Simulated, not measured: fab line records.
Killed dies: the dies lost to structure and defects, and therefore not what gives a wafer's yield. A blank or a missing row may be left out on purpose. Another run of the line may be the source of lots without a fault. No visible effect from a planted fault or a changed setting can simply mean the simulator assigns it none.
fab line records    flow nandHarc
record lots=7  wafers=18  lastDay=34
route steps=1302 shown A_M1@1183 END@1302
lots with no fault: from the same line, run without faults
startH: the number of hours between the record's first day and the start of the first shown wafer of the lot    waitH: hours from the lot's prior step to this one    " identical to the entry in the row above    L1.1+2: a row that stands for several wafers    - no value, or no start given    * or withheld: withheld    < > ~ a bound
route shown NAME@n: a module of which the file shows steps, and the number in the route of the first    usual: average and standard deviation across the fault-free wafers    same: alike in all rows    chamber/n: place in a boat    sites: the reading at each site    _std_site: the values' standard deviation    _edge_site: the outer-site mean with the inner-site mean subtracted    radiusMm: how far each site lies from the wafer's centre    mask NAME#n: copy n    behind: tool/chamber where the wafer was last shaped    hold: why the lot was held/for how many hours/how that ended    device: which transistor (n, p or np) failed to switch    end of line: tests run on the same wafers once the route is complete    a step without rows: its recipe alone    killed: dies lost to structure and defects at the first sort, not the wafer's yield    map: dies across one wafer; x = killed, . = not, _ = none there
set.NAME: the run value of the setting; set.NAME@STEP: its run value at that earlier step    model.NAME: the simulator's own value behind a step, which no gauge read
lots at selected steps of the route; one table per step, one row per wafer
services: from which hour (startH, from the record's first day; less than 0 if before it) a tool's chamber was out of use, for how many hours, and why
## steps
# step NHARC_A_M1_ETCH_35
# recipe targetDepthA=400  overetchA=120  timeS=43.94  ionEnergyEv=200  n2FlowSccm=150  h2FlowSccm=150  arFlowSccm=0  rfW=400  biasW=150  chemistry=N2/H2
# usual drypumpMotorCurrentA=5.8/0.47  oesProductAu=1.003/0.0093  rfFwdPowerW=395.1/2.1  rfVppV=429.1/2.2  showerheadPlenumPTorr=1.99/0.072  throttleValvePct=14.172/0.0084
lot.wafer  tool        chamber  startH  waitH  drypumpMotorCurrentA  oesProductAu  rfFwdPowerW  rfHoursCounterH  rfVppV  showerheadPlenumPTorr  throttleValvePct
L713.2     rieDiel-01  2        537.22  0.1    5.8                   0.994         396.7        3.4              434.3   2.17                   14.164
L713.4     "           3        "       "      6.1                   1.009         394.1        3.4              426.8   1.92                   14.167
L713.6     "           2        "       "      5.8                   1.001         397.8        -                434.4   2.17                   14.168
L714.2     rieDiel-07  2        538.98  0.1    6.5                   1.005         393.7        2.9              431.8   2.10                   14.154
L714.5     "           1        "       "      6.4                   1.014         395.7        -                429.8   1.98                   14.174
L714.6     "           2        "       "      6.4                   1.001         393.5        -                432.3   2.10                   14.188
L724.2     rieDiel-05  2        637.71  0.1    5.8                   1.000         393.9        1.7              426.8   1.95                   14.169
L724.1     "           1        "       "      6.0                   1.007         392.4        1.8              428.5   1.97                   14.171
L725.1     rieDiel-01  1        644.82  0.1    5.1                   1.018         394.1        2.0              426.0   1.90                   14.174
L725.4     "           2        "       "      5.9                   1.019         395.8        2.1              434.3   2.17                   14.173
L726.1     rieDiel-05  2        662.93  0.1    5.8                   1.009         394.4        4.2              428.5   1.95                   14.163
L726.4     "           0        "       "      5.0                   1.012         395.0        3.8              428.0   1.94                   14.174
L734.3     rieDiel-07  1        739.24  0.1    6.4                   1.011         396.9        5.4              428.9   1.97                   14.172
L734.1     "           2        "       "      6.4                   1.009         395.1        5.4              432.2   2.10                   14.170
L734.6     "           1        "       "      6.4                   1.000         395.4        -                427.0   1.97                   14.187
L736.2     rieDiel-01  0        767.34  0.1    5.2                   1.001         396.9        0.8              429.0   1.97                   14.164
L736.4     "           2        "       "      5.8                   1.004         397.4        -                432.5   2.17                   14.175
L736.6     "           3        "       "      6.1                   0.984         395.5        -                427.7   1.91                   14.170
# step NHARC_A_M1_ETCH_15
# recipe targetDepthA=1825  timeS=91.2  c4f8FlowSccm=withheld  arFlowSccm=400  rfW=600  biasW=300  chemistry=C4F8/Ar
# step NHARC_A_M1_CD_MEAS_16
# usual cdNm=119.9/0.95
lot.wafer  tool      chamber  startH  waitH  cdNm
L713.2     cdSem-03  -        537.44  -      119.5
L713.4     "         -        "       "      119.4
L713.6     "         -        "       "      119.8
L714.2     cdSem-02  -        539.20  -      120.0
L714.5     "         -        "       "      119.6
L714.6     "         -        "       "      118.7
L724.1     cdSem-01  -        637.93  -      120.5
L724.2     "         -        "       "      118.9
L725.1     cdSem-02  -        645.02  -      120.6
L725.4     "         -        "       "      121.6
L726.1     cdSem-02  -        663.14  -      119.0
L726.4     "         -        "       "      119.6
L734.1     cdSem-02  -        739.45  -      118.4
L734.3     "         -        "       "      117.7
L734.6     "         -        "       "      117.7
L736.2     cdSem-01  -        767.58  -      121.4
L736.4     "         -        "       "      120.1
L736.6     "         -        "       "      119.2
# step NHARC_A_M1_STRIP_18
# recipe powerW=1000  n2FlowSccm=150  h2FlowSccm=150  arFlowSccm=0  biasW=0  chemistry=N2/H2
# step NHARC_A_M1_ETCH_28
# recipe targetDepthA=300  overEtchFrac=0.3  timeS=72.99  ionEnergyEv=150  cf4FlowSccm=50  n2FlowSccm=100  arFlowSccm=150  rfW=300  biasW=100  chemistry=CF4/N2
# usual drypumpMotorCurrentA=5.6/0.46  oesProductAu=1.002/0.0088  rfFwdPowerW=297.4/1.1  rfVppV=313.1/1.9  showerheadPlenumPTorr=2.56/0.097  throttleValvePct=19.794/0.0083
lot.wafer  tool        chamber  startH  waitH  drypumpMotorCurrentA  oesProductAu  rfFwdPowerW  rfHoursCounterH  rfVppV  showerheadPlenumPTorr  throttleValvePct
L713.4     rieDiel-05  1        -       -      6.0                   1.008         298.2        5.7              312.1   2.55                   19.792
L713.2     "           2        "       "      5.8                   1.010         296.3        5.3              312.7   2.52                   19.802
L713.6     "           3        "       "      5.1                   0.995         297.1        -                314.3   2.63                   19.783
L714.2     rieDiel-01  1        -       -      5.1                   1.002         298.0        3.6              310.6   2.46                   19.797
L714.6     "           3        "       "      6.1                   1.004         298.1        -                312.1   2.48                   19.779
L714.5     "           0        "       "      5.2                   0.994         297.9        -                311.9   2.54                   19.795
L724.1     rieDiel-01  2        -       -      5.8                   1.003         298.0        1.9              316.9   2.78                   19.787
L724.2     "           3        "       "      6.1                   0.997         298.6        1.8              311.0   2.48                   19.794
L725.4     rieDiel-01  3        -       -      6.2                   0.985         298.9        2.1              311.7   2.48                   19.788
L725.1     "           0        "       "      5.2                   0.992         298.5        2.1              312.5   2.54                   19.785
L726.4     rieDiel-01  3        -       -      6.1                   0.989         299.8        2.5              312.0   2.48                   19.802
L726.1     "           0        "       "      5.2                   1.014         298.1        2.4              312.9   2.54                   19.787
L734.3     rieDiel-07  0        -       -      5.8                   1.001         297.9        4.6              314.4   2.54                   19.793
L734.1     "           1        "       "      6.4                   1.018         297.3        5.5              312.0   2.55                   19.803
L734.6     "           3        "       "      5.8                   0.996         297.2        -                313.7   2.55                   19.778
L736.2     rieDiel-01  0        -       -      5.2                   1.007         298.7        1.0              313.9   2.54                   19.785
L736.6     "           2        "       "      5.8                   0.987         297.4        -                315.6   2.78                   19.795
L736.4     "           3        "       "      6.2                   0.984         297.0        -                311.9   2.48                   19.790
# step NHARC_A_M1_STRIP_19
# recipe timeS=600  tempC=30  chemistry=postEtchResidueRemover
# step NHARC_A_M1_DEGAS_29
# recipe tempC=250  timeS=60
# step NHARC_A_M1_PRE_CLEAN_30
# recipe timeS=30  tempC=280  gas=H2/He
# usual heaterPowerW=420/40
lot.wafer  tool           chamber  startH  waitH  heaterPowerW
L713.4     pvdSputter-03  -        -       -      377
L713.2     "              -        "       "      461
L713.6     "              -        "       "      459
L714.2     pvdSputter-02  -        -       -      435
L714.6     "              -        "       "      405
L714.5     "              -        "       "      446
L724.1     pvdSputter-01  -        -       -      469
L724.2     "              -        "       "      395
L725.1     pvdSputter-01  -        -       -      408
L725.4     "              -        "       "      508
L726.1     pvdSputter-01  -        -       -      501
L726.4     "              -        "       "      465
L734.3     pvdSputter-02  -        -       -      363
L734.1     "              -        "       "      386
L734.6     "              -        "       "      442
L736.4     pvdSputter-02  -        -       -      388
L736.2     "              -        "       "      377
L736.6     "              -        "       "      433
# step NHARC_A_M1_PVD_20
# recipe targetThkA=50  biasV=168.6  powerW=15000  chamberPressurePa=0.12  timeS=8.06  substrateTempC=50  material=TaN
# usual biasV=168.5/1.7  throttleValvePct=29.7/0.93
lot.wafer  tool           chamber  startH  waitH  biasV  throttleValvePct
L713.4     pvdSputter-03  -        -       -      169.4  28.2
L713.2     "              -        "       "      168.4  31.5
L713.6     "              -        "       "      172.2  28.4
L714.2     pvdSputter-02  -        -       -      170.8  29.0
L714.5     "              -        "       "      171.4  28.9
L714.6     "              -        "       "      168.8  29.8
L724.1     pvdSputter-01  -        -       -      166.5  29.1
L724.2     "              -        "       "      168.5  30.4
L725.4     pvdSputter-01  -        -       -      167.2  30.1
L725.1     "              -        "       "      167.7  29.1
L726.1     pvdSputter-01  -        -       -      169.8  30.1
L726.4     "              -        "       "      168.8  29.3
L734.1     pvdSputter-02  -        -       -      168.6  28.2
L734.3     "              -        "       "      171.0  30.0
L734.6     "              -        "       "      168.1  28.3
L736.2     pvdSputter-02  -        -       -      168.6  29.7
L736.4     "              -        "       "      170.4  28.0
L736.6     "              -        "       "      170.3  29.9
# step NHARC_A_M1_PVD_21
# recipe targetThkA=300  chamberPressurePa=5  powerW=5000  substrateTempC=30  timeS=20.49  material=Cu
# step NHARC_A_M1_ECD_22
# recipe targetThkA=4000  bathTempC=25  material=Cu
# step NHARC_A_M1_ANNEAL_31
# recipe tempC=225  timeS=90
# usual annealTempCMax=226.9/0.31  wafer_temp_C_max=226.08/0.25
lot.wafer  tool          chamber  startH  waitH  annealTempCMax  wafer_temp_C_max
L713.2     rtpAnneal-02  0        539.36  0.4    227.4           225.95
L713.4     "             0        "       "      227.2           226.42
L713.6     "             0        "       "      226.8           226.17
L714.2     rtpAnneal-01  0        540.71  0.4    226.7           226.05
L714.5     "             0        "       "      226.8           226.36
L714.6     "             0        "       "      227.2           226.18
L724.1     rtpAnneal-01  0        639.47  -      226.6           226.20
L724.2     "             0        "       "      226.4           226.05
L725.1     rtpAnneal-01  0        646.48  0.3    227.2           226.39
L725.4     "             0        "       "      226.4           225.87
L726.1     rtpAnneal-01  0        664.60  0.3    226.6           225.62
L726.4     "             0        "       "      226.6           226.01
L734.1     rtpAnneal-01  0        740.90  0.3    226.9           225.86
L734.3     "             0        "       "      227.2           226.03
L734.6     "             0        "       "      227.1           225.69
L736.2     rtpAnneal-02  0        769.60  0.4    226.7           226.14
L736.4     "             0        "       "      227.4           225.87
L736.6     "             0        "       "      226.7           226.19
# step NHARC_A_M1_CMP_23
# recipe tOverpolishS=20  targetThkNm=154.34
# usual motorCurrentA=11.9/1  retainingRingPressureFrac=1.000/0.0048  timeToEndpointS=28.6/2.5
lot.wafer  tool    chamber  startH  waitH  motorCurrentA  retainingRingPressureFrac  timeToEndpointS
L713.4     cmp-02  1        539.69  -      10.6           0.998                      28.5
L713.2     "       3        "       "      10.5           1.010                      30.7
L713.6     "       0        "       "      13.0           1.008                      28.8
L714.2     cmp-02  0        541.06  -      13.5           1.005                      27.5
L714.6     "       2        "       "      12.5           0.997                      32.9
L714.5     "       3        "       "      10.8           0.995                      25.8
L724.2     cmp-02  1        639.87  -      11.1           0.997                      11.7
L724.1     "       2        "       "      13.2           0.999                      17.9
L725.1     cmp-02  0        646.85  -      13.0           1.006                      13.8
L725.4     "       2        "       "      13.4           1.001                      32.7
L726.4     cmp-02  3        664.98  -      10.6           0.998                      30.6
L726.1     "       0        "       "      13.0           1.000                      15.1
L734.3     cmp-04  1        741.25  -      9.7            0.988                      26.2
L734.1     "       0        "       "      12.3           1.003                      29.8
L734.6     "       2        "       "      12.6           0.998                      27.3
L736.4     cmp-03  0        769.92  -      11.0           0.999                      26.7
L736.2     "       1        "       "      11.4           1.006                      24.4
L736.6     "       3        "       "      12.3           1.003                      29.2
# step NHARC_A_M1_THK_MEAS_24
# recipe thkMeasGauge=xrf
# usual thkNm=154.1/1.4
lot.wafer  tool          chamber  startH  waitH  thkNm
L713.2     filmMetro-01  -        539.97  -      151.0
L713.4     "             -        "       "      153.2
L713.6     "             -        "       "      153.9
L714.2     filmMetro-01  -        541.31  -      155.5
L714.5     "             -        "       "      153.4
L714.6     "             -        "       "      156.8
L724.1     filmMetro-01  -        640.13  -      147.2
L724.2     "             -        "       "      146.3
L725.1     filmMetro-02  -        647.14  -      147.2
L725.4     "             -        "       "      155.7
L726.1     filmMetro-01  -        665.26  -      146.6
L726.4     "             -        "       "      154.4
L734.1     filmMetro-02  -        741.57  -      153.0
L734.3     "             -        "       "      152.3
L734.6     "             -        "       "      151.6
L736.2     filmMetro-02  -        770.22  -      152.9
L736.4     "             -        "       "      155.1
L736.6     "             -        "       "      155.2
# step NHARC_A_M1_SRD_25
# step NHARC_END_SORT_01
# recipe tempC=25
# usual defectLimitedYield=90.9/2.8  killedAtArray=56/19  killedAtOther=1.0/1.3  killedAtPeriphery=3.8/2.2  killedDies=61/19  killedOpen=3.1/1.9  killedShort=2.3/1.5
# same grossDies=677
lot.wafer  tool       chamber  startH  waitH  defectLimitedYield[%]  killedAtArray  killedAtOther  killedAtPeriphery  killedDies  killedOpen  killedShort
L713.2     prober-02  0        573.42  2.8    92.6                   48             0              2                  50          1           1
L713.4     prober-02  0        575.00  3.4    94.2                   35             0              4                  39          1           2
L713.6     prober-02  0        576.58  4.0    91.6                   50             1              6                  57          8           4
L714.2     prober-01  0        573.44  2.8    92.3                   48             1              3                  52          4           1
L714.5     prober-01  0        575.86  3.7    91.0                   52             3              6                  61          3           5
L714.6     prober-01  0        576.67  4.0    91.9                   44             7              4                  55          3           1
L724.1     prober-02  0        675.34  2.5    89.2                   71             0              2                  73          2           2
L724.2     prober-02  0        676.14  2.8    89.4                   71             1              0                  72          2           0
L726.1     prober-02  0        700.63  2.5    86.7                   78             2              10                 90          4           2
L726.4     prober-02  0        703.02  3.4    87.4                   77             2              6                  85          4           1
L734.1     prober-02  0        772.51  2.5    91.1                   56             0              4                  60          2           6
L734.3     prober-02  0        774.10  3.1    88.3                   73             1              5                  79          3           4
L734.6     prober-02  0        776.49  4.0    91.4                   55             0              3                  58          1           1
# killed by level:class
L713.2 A_CHANNEL_HOLE_D2:chamberFilmFlake=30 A_STAIRCASE:chamberFilmFlake=6 A_CONTACT:chamberFilmFlake=4 A_CHANNEL_HOLE_D1:chamberFilmFlake=3 A_CHANNEL_FILL_D1:geometricParticle:short=1 A_ONON_D2:geometricParticle:open=1 P_GATE:chamberFilmFlake=1 P_M2:chamberFilmFlake=1
L714.2 A_SLIT:chamberFilmFlake=23 A_CHANNEL_HOLE_D2:chamberFilmFlake=7 A_STAIRCASE:chamberFilmFlake=5 A_ZERO_WELL:chamberFilmFlake=3 A_CONTACT:chamberFilmFlake=2 A_CONTACT:unspecified=2 P_M1:geometricParticle:open=1 A_M1:geometricParticle:open=1
L713.4 A_CHANNEL_HOLE_D2:chamberFilmFlake=23 A_STAIRCASE:chamberFilmFlake=6 P_GATE:chamberFilmFlake=2 A_CHANNEL_HOLE_D1:chamberFilmFlake=2 A_WL_FILL:chamberFilmFlake=2 P_M0:geometricParticle:open=1 A_CHANNEL_FILL_D2:geometricParticle:short=1 A_WL_FILL:geometricParticle:short=1
L714.5 A_SLIT:chamberFilmFlake=18 A_CHANNEL_HOLE_D2:chamberFilmFlake=13 A_STAIRCASE:chamberFilmFlake=6 P_GATE:chamberFilmFlake=5 THIN_TSV:chamberFilmFlake=3 A_WL_FILL:geometricParticle:short=2 A_ZERO_WELL:chamberFilmFlake=2 A_CHANNEL_HOLE_D1:chamberFilmFlake=2
L713.6 A_CHANNEL_HOLE_D2:chamberFilmFlake=35 P_GATE:chamberFilmFlake=3 A_STAIRCASE:chamberFilmFlake=3 P_M0:geometricParticle:short=2 A_CHANNEL_FILL_D1:geometricParticle:open=2 A_CHANNEL_HOLE_D1:chamberFilmFlake=2 P_GATE:geometricParticle:open=1 A_SOURCE_PLATE:geometricParticle:short=1
L714.6 A_SLIT:chamberFilmFlake=21 A_CHANNEL_HOLE_D2:chamberFilmFlake=7 A_STAIRCASE:chamberFilmFlake=6 THIN_TSV:chamberFilmFlake=6 P_GATE:chamberFilmFlake=3 A_CONTACT:chamberFilmFlake=3 A_ZERO_WELL:chamberFilmFlake=2 P_CONTACT:geometricParticle:open=1
L724.1 A_CHANNEL_HOLE_D1:chamberFilmFlake=34 A_SLIT:chamberFilmFlake=27 A_CONTACT:chamberFilmFlake=2 A_WL_FILL:chamberFilmFlake=2 P_STI:geometricParticle:open=1 P_M0:geometricParticle:open=1 A_ONON_D1:geometricParticle:short=1 A_CHANNEL_FILL_D2:geometricParticle:short=1
L724.2 A_CHANNEL_HOLE_D1:chamberFilmFlake=36 A_SLIT:chamberFilmFlake=25 A_CONTACT:chamberFilmFlake=5 A_CONTACT:geometricParticle:open=2 A_CHANNEL_FILL_D1:chamberFilmFlake=1 A_CHANNEL_FILL_D2:chamberFilmFlake=1 A_STAIRCASE:chamberFilmFlake=1 THIN_TSV:chamberFilmFlake=1
L726.1 A_SLIT:chamberFilmFlake=35 A_CHANNEL_HOLE_D1:chamberFilmFlake=29 P_M1:chamberFilmFlake=7 A_CONTACT:chamberFilmFlake=5 A_ONON_D2:geometricParticle:open=2 A_WL_FILL:geometricParticle:short=2 P_STI:chamberFilmFlake=2 THIN_TSV:chamberFilmFlake=2
L726.4 A_CHANNEL_HOLE_D1:chamberFilmFlake=33 A_SLIT:chamberFilmFlake=33 A_ONON_D1:geometricParticle:open=2 P_ZERO_WELL:chamberFilmFlake=2 A_ZERO_WELL:chamberFilmFlake=2 THIN_TSV:chamberFilmFlake=2 A_STAIRCASE:chamberFilmFlake=2 A_WL_FILL:chamberFilmFlake=2
L734.1 A_SLIT:chamberFilmFlake=30 A_CHANNEL_HOLE_D1:chamberFilmFlake=9 A_CONTACT:chamberFilmFlake=5 A_CHANNEL_FILL_D1:geometricParticle:short=3 P_ZERO_WELL:chamberFilmFlake=3 A_STAIRCASE:chamberFilmFlake=3 A_M0:geometricParticle:open=2 A_ONON_D2:geometricParticle:short=1
L734.3 A_SLIT:chamberFilmFlake=34 A_CHANNEL_HOLE_D1:chamberFilmFlake=17 A_CONTACT:chamberFilmFlake=6 A_CHANNEL_FILL_D1:chamberFilmFlake=5 P_GATE:chamberFilmFlake=3 A_STAIRCASE:chamberFilmFlake=3 A_M0:geometricParticle:open=2 A_DECK1_JOINT:chamberFilmFlake=2
L734.6 A_SLIT:chamberFilmFlake=27 A_CHANNEL_HOLE_D1:chamberFilmFlake=11 A_CONTACT:chamberFilmFlake=7 A_ZERO_WELL:chamberFilmFlake=3 A_STAIRCASE:chamberFilmFlake=2 P_M0:geometricParticle:open=1 A_CHANNEL_FILL_D1:geometricParticle:short=1 P_CONTACT:chamberFilmFlake=1
## services
tool           chamber  startH  hours  kind
cmp-02         -        526.63  4.0    pm
pvdSputter-01  -        532.13  9.8    repair
rieDiel-07     2        549.55  14.6   repair
pvdSputter-02  -        552.19  0.9    repair
rieDiel-01     -        557.80  9.0    pm
rieDiel-01     -        567.37  0.1    repair
pvdSputter-01  -        571.53  0.7    repair
pvdSputter-02  -        577.88  2.5    repair
pvdSputter-01  -        580.11  1.2    repair
pvdSputter-01  -        582.03  10.0   pm
cmp-02         -        624.63  4.0    pm
pvdSputter-02  -        633.29  8.0    repair
rieDiel-01     -        635.04  0.4    repair
pvdSputter-02  -        641.34  10.0   pm
rieDiel-01     0        648.71  10.8   repair
pvdSputter-02  -        684.56  1.8    repair
cmp-02         -        703.37  0.6    repair
cmp-02         -        709.82  1.1    repair
cmp-02         -        722.63  4.0    pm
rieDiel-01     3        732.37  8.8    repair
rieDiel-01     -        734.80  9.0    pm
pvdSputter-02  -        750.85  1.4    repair
rieDiel-01     1        757.77  19.3   repair
pvdSputter-01  -        760.03  10.0   pm
## key
firstSign step=NHARC_A_M1_CMP_23  reading=timeToEndpointS  direction=down  sigmas=5.5  usual=*  struck=*
effect step=NHARC_A_M1_THK_MEAS_24  reading=thkNm  direction=down  sigmas=5.1  usual=154.1  struck=146.8
metAt NHARC_A_M1_CMP_23
struckWafers L724.1,L724.2,L725.1,L726.1
onsetBetween 541.06 639.87
fault kind=processParameterDrift  tool=cmp-02  chamber=-  onsetH=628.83  steps=NHARC_A_M1_CMP_23  channel=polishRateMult  offset=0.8  shape=step  endH=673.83  scope=struckWafersOnly
